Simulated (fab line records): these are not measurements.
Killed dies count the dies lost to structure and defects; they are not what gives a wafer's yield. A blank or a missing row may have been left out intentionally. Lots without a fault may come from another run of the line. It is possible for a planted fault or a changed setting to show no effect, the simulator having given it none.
What tool caused it? ; flow nand_harc ; 45 wafers from 15 lots sampled at 3 of the route's 1302 steps

## WHAT THE GAUGES READ, wafer by wafer
NHARC_P_STI_CD_MEAS_09 targets a cd of 200 nm. Usual: cd_nm reads 200.9 nm (standard deviation 2.8).
lot;measured;on;cd_nm (nm);flag
L354;day 3 05:11;cd_sem-01;198.3 198.8 200.5;
L355;day 3 17:15;cd_sem-02;200.8 199.1 199.4;
L366;day 8 05:04;cd_sem-02;195.4 197.3 195.5;
L367;day 8 15:01;cd_sem-02;203.5 207.8 205.5;
L368;day 9 03:25;cd_sem-01;203.0 199.6 200.1;
L369;day 9 11:29;cd_sem-02;197.6 199.8 195.4;
L370;day 9 20:20;cd_sem-01;199.3 205.2 199.5;
L371;day 10 09:34;cd_sem-03;201.3 199.1 200.2;
L372;day 10 19:40;cd_sem-03;203.0 201.5 202.3;
L374;day 11 14:11;cd_sem-03;201.7 200.3 201.7;
L375;day 12 00:56;cd_sem-03;201.9 200.2 201.2;
L376;day 12 10:50;cd_sem-01;203.3 198.6 202.7;

## TOOL THAT RAN EACH LOT (tool first, then ch and the chambers of the sampled wafers, then the start)
lot;NHARC_P_ZERO_WELL_EXPOSE_08;NHARC_P_ZERO_WELL_DESCUM_13
L354;krf_scanner-03 ch 0, day 2 06:58;rie_diel-02 ch 1,2,3, day 2 07:19
L355;krf_scanner-03 ch 0, day 2 16:58;rie_diel-13 ch 0,3, day 2 17:16
L357;krf_scanner-04, day 3 13:06;rie_diel-01 ch 0,1,2, day 3 13:25
L358;krf_scanner-03, day 3 23:05;rie_diel-02 ch 0,2,3, day 3 23:23
L359;krf_scanner-03, day 4 08:58;rie_diel-01 ch 0,1,2, day 4 09:16
L366;krf_scanner-01 ch 0, day 7 07:05;rie_diel-13 ch 1,2, day 7 07:23
L367;krf_scanner-01 ch 0, day 7 17:05;rie_diel-02 ch 1,2,3, day 7 17:24
L368;krf_scanner-03 ch 0, day 8 03:08;rie_diel-01 ch 0,3, day 8 03:28
L369;krf_scanner-04 ch 0, day 8 13:05;rie_diel-01 ch 0,3, day 8 13:24
L370;krf_scanner-01 ch 0, day 8 23:07;rie_diel-02 ch 1,2,3, day 8 23:26
L371;krf_scanner-04 ch 0, day 9 09:05;rie_diel-01 ch 0,1, day 9 09:26
L372;krf_scanner-03 ch 0, day 9 19:07;rie_diel-02 ch 0,2, day 9 19:25
L374;krf_scanner-03 ch 0, day 10 15:06;rie_diel-13 ch 0,2,3, day 10 15:25
L375;krf_scanner-04 ch 0, day 11 01:06;rie_diel-02 ch 0,2,3, day 11 01:25
L376;krf_scanner-01 ch 0, day 11 11:05;rie_diel-01 ch 1,3, day 11 11:24
- NHARC_P_ZERO_WELL_EXPOSE_08: exposes mask P ZERO, target cd 500 nm.
- NHARC_P_ZERO_WELL_DESCUM_13: chemistry O2, time 3 s.

## WHAT THE TOOLS THEMSELVES READ (means of the sampled wafers that have a number; where no wafer has one, the mark that the record gives instead)
NHARC_P_ZERO_WELL_EXPOSE_08. Usual: exposure_dose_mJ_cm2 33.73, standard deviation 0.036; focus_offset_nm 0.0 nm, standard deviation 0.51.
lot;tool;exposure_dose_mJ_cm2;focus_offset_nm (nm);flag
L354;krf_scanner-03;33.72;-0.0;
L355;krf_scanner-03;33.72;0.1;
L357;krf_scanner-04;-;-;OFF
L358;krf_scanner-03;-;-;OFF
L359;krf_scanner-03;-;-;OFF
L366;krf_scanner-01;33.73;0.4;
L367;krf_scanner-01;33.71;0.2;
L368;krf_scanner-03;33.67;0.1;
L369;krf_scanner-04;33.74;0.4;
L370;krf_scanner-01;33.73;-0.9;
L371;krf_scanner-04;33.77;0.4;
L372;krf_scanner-03;33.69;0.3;
L374;krf_scanner-03;33.76;-0.2;
L375;krf_scanner-04;33.74;-0.5;
L376;krf_scanner-01;33.73;0.2;

NHARC_P_ZERO_WELL_DESCUM_13. Usual: chamber_pressure_mTorr 60.02 mTorr, standard deviation 0.22; drypump_motor_current_A 5.7 A, standard deviation 0.38; oes_product_au 0.997 a.u., standard deviation 0.012; rf_vpp_V 57.9 V, standard deviation 0.92; showerhead_plenum_p_Torr 1.95 Torr, standard deviation 0.099; throttle_valve_pct 11.311 %, standard deviation 0.0096.
lot;tool;chamber_pressure_mTorr (mTorr);drypump_motor_current_A (A);oes_product_au (a.u.);rf_vpp_V (V);showerhead_plenum_p_Torr (Torr);throttle_valve_pct (%);flag
L354;rie_diel-02;59.92;5.6;0.986;57.7;1.87;11.315;
L355;rie_diel-13;60.01;5.6;1.002;57.8;1.96;11.315;
L357;rie_diel-01;60.00;5.8;1.005;57.4;1.91;11.325;
L358;rie_diel-02;60.07;5.6;1.000;57.9;1.92;11.314;
L359;rie_diel-01;59.93;5.8;1.000;58.1;1.90;11.316;
L366;rie_diel-13;59.98;5.9;0.990;58.5;2.06;11.302;
L367;rie_diel-02;59.99;5.5;0.991;58.2;1.96;11.317;
L368;rie_diel-01;60.05;5.5;0.988;57.7;1.94;11.307;
L369;rie_diel-01;59.96;5.8;1.004;57.2;1.90;11.313;
L370;rie_diel-02;59.99;5.5;1.003;57.6;1.96;11.308;
L371;rie_diel-01;60.04;6.0;1.003;57.7;1.89;11.315;
L372;rie_diel-02;60.04;5.7;0.993;57.2;1.83;11.315;
L374;rie_diel-13;59.98;5.7;1.001;58.1;1.95;11.319;
L375;rie_diel-02;60.02;5.6;1.008;58.1;1.90;11.318;
L376;rie_diel-01;59.94;5.3;0.991;58.2;1.97;11.304;

## THE ANSWER, worked out from the rows above alone
Rule: a lot is off if the mean of its wafers that have a number lies more than 3 standard deviations from the usual mean. Also off: a lot with no number at a reading for which 4 or more lots have one. Where the step has rows for the other lots, those lots are counted as sound. Order of review: gauges by route order, followed by the tools' own readings, for which a lot's mean as printed above is used. At the first step where some lot is off, the reading lying furthest off is the one used; lots without a number count as furthest.
Off at NHARC_P_ZERO_WELL_EXPOSE_08 (exposure_dose_mJ_cm2): L357, L358, L359. Without a number there: L357, L358, L359.
A tool fits if, at that step or a process step before it, it ran every lot that is off, and no sound lot after the first of them. Not one of the candidates tried fits.

## WHAT THE SIMULATOR HAD PUT IN
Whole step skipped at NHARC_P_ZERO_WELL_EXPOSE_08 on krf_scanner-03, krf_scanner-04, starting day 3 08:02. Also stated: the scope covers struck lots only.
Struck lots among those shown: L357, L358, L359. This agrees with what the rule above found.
